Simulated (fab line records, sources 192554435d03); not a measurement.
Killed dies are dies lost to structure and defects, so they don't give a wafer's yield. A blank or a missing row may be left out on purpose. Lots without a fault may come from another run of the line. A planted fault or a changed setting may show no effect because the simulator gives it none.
A struck lot beside a sound one | flow n5_finfet | 14 steps out of a route of 1938
Sound: wafers L836.2, L836.4, L836.5. Struck: wafer L850.5. (L850.3 of the same lot was not struck and is left out.) The cause comes at the end.
At each step with rows: each side's tool, then ch and its chambers, then its first start. Under that, the readings that differ: sound wafers | struck wafers | difference of the means | sigmas: that difference in standard deviations of wafers without a fault.
alike: readings whose means differ by less than 2 such deviations, and words and numbers that are the same on both sides. not compared: withheld readings, readings that some wafer has no value for, bounds like >300 that may hide the same value, and numbers for which the record gives no deviation and whose values overlap.
The two part at a step that has a row with sigmas, a row that says differs or no value, or rows on one side only. Numbers that don't overlap but have no deviation are shown without sigmas and don't part them. A reading that every wafer of one side lacks parts them only if that side has two wafers or more.

first, 3 steps without rows for these wafers: N5_BEOL_M6_EXPOSE_25 (exposes mask V5, target cd 40 nm); N5_BEOL_M6_PEB_26 (peb time 60 s); N5_BEOL_M6_DEVELOP_27 (develop time 30 s).
N5_BEOL_M6_CD_MEAS_28: target cd 40 nm.
  sound on cd_sem-02 ch 0, day 9 19:39; struck on cd_sem-01 ch 0, day 13 10:41
  alike: cd_nm
N5_BEOL_M6_OVL_MEAS_29:
  sound on overlay-02 ch 0, day 9 19:41; struck on overlay-01 ch 0, day 13 10:44
  alike: V5_OVL
N5_BEOL_M6_INSPECT_30: inspects for defects (brightfield).
  sound on defect_inspect-02, day 9 19:44; struck on defect_inspect-02, day 13 10:47
  alike: raw_defect_count
N5_BEOL_M6_DESCUM_33: chemistry O2, time 7 s.
  sound on rie_diel-05 ch 1,2, day 9 19:49; struck on rie_diel-06 ch 3, day 13 10:49
  alike: drypump_motor_current_A, oes_product_au, rf_vpp_V, showerhead_plenum_p_Torr, throttle_valve_pct
  not compared: rf_hours_counter_h
N5_BEOL_M6_ETCH_72: etches underlayer in N2/H2, target depth 6.5 nm, time 5.2 s.
  sound on rie_diel-05 ch 1,2, day 9 19:51; struck on rie_diel-06 ch 3, day 13 10:50
  alike: bias_w, drypump_motor_current_A, etch_rf_on_time_s, oes_product_au, rf_vpp_V, showerhead_plenum_p_Torr, throttle_valve_pct
  not compared: rf_hours_counter_h
N5_BEOL_M6_ETCH_65: etches SiARC in CF4, target depth 15.6 nm, time 26 s.
  sound on rie_diel-05 ch 1,2, day 9 19:52; struck on rie_diel-06 ch 3, day 13 10:52
  alike: bias_w, cf4_flow_sccm, drypump_motor_current_A, etch_rf_on_time_s, oes_product_au, rf_vpp_V, showerhead_plenum_p_Torr, throttle_valve_pct
  not compared: rf_hours_counter_h
N5_BEOL_M6_ETCH_66: etches SOC in N2/H2, target depth 80 nm, overetch 16 nm, time 120 s.
  sound on rie_diel-05 ch 1,2, day 9 19:53; struck on rie_diel-06 ch 3, day 13 10:53
  alike: bias_w, drypump_motor_current_A, oes_product_au, rf_vpp_V, showerhead_plenum_p_Torr, throttle_valve_pct
  not compared: rf_hours_counter_h
then, 2 steps without rows for these wafers: N5_BEOL_M6_STRIP_69 (strips in N2/H2); N5_BEOL_M6_STRIP_73 (strips in N2/H2).
N5_BEOL_M6_VIA_ETCH_34: etches SiCOH lowk in C4F6/O2, target depth 126.3 nm, time 50.9 s.
  sound on rie_diel-05 ch 1,2, day 9 19:59; struck on rie_diel-06 ch 3, day 13 10:59
  reading                                  | sound             | struck | difference | sigmas
  model.etch.depth_nm (nm)                 | 127.9 125.7 126.5 | 178.7  | +52.0      |
  model.SOC_of_BEOL_M6_COAT_63.thk_nm (nm) | 53.8 54 54        | 51     | -3         |
  model.BEOL_M6.cd_nm (nm)                 | 40 40.2 40        | 41.4   | +1.3       |
  alike: bias_w, drypump_motor_current_A, oes_product_au, rf_vpp_V, showerhead_plenum_p_Torr, throttle_valve_pct
  not compared: rf_hours_counter_h
then, 1 step without rows for these wafers: N5_BEOL_M6_STRIP_76 (strips in C4F6/O2).

WHERE THEY PART
Nowhere in this record.

WHY: what the simulator had put in
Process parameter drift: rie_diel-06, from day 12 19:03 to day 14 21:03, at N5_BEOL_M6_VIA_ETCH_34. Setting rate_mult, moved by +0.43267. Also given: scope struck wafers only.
